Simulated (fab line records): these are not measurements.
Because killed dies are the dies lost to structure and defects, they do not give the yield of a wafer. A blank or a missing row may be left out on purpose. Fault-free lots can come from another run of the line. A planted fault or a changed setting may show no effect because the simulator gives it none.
Chamber matching -- flow n5_finfet -- N5_ILD0_LINER_00 on ald_sin-02 has 4 sister chambers
The step material SiNx, target thk 4 nm, pulse time 1 s, purge time 2 s. 4 wafers are shown with their chamber, then 9 later ones without.

WAFERS WITH THEIR CHAMBER
wafer,chamber,heater_power_w (W)
L084.1,3,727
L085.6,0,985
L091.1,2,694
L091.6,1,838

WAFERS WHOSE CHAMBER IS MISSING
wafer,heater_power_w (W)
L093.1,719
L093.2,744
L093.3,965
L095.1,718
L095.3,843
L095.6,688
L097.1,710
L097.3,730
L097.6,723

EACH ONE'S CHAMBER
wafer,from the rows above,in truth
L093.1,can't be placed: 3 or 2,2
L093.2,3,3
L093.3,0,0
L095.1,can't be placed: 3 or 2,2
L095.3,1,1
L095.6,2,2
L097.1,can't be placed: 2 or 3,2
L097.3,3,3
L097.6,3,3
Placed correctly: 6 of 9. Cannot be placed on the basis of these rows: 3; the candidates contain the true chamber in 3. Number placed wrongly: 0.
How it was worked out, from the rows above alone: a wafer's distance from a chamber is the root of the sum, over the readings, of the square of ((its reading less the chamber's mean) divided by the reading's scatter). If the next closest chamber is less than 2 further off than the closest, the wafer can't be placed; otherwise it belongs to the closest. For every chamber, the mean is computed from those of its wafers that are shown. The scatter: root of mean squared gap, hidden wafer to nearest shown wafer, with one shown wafer a chamber.
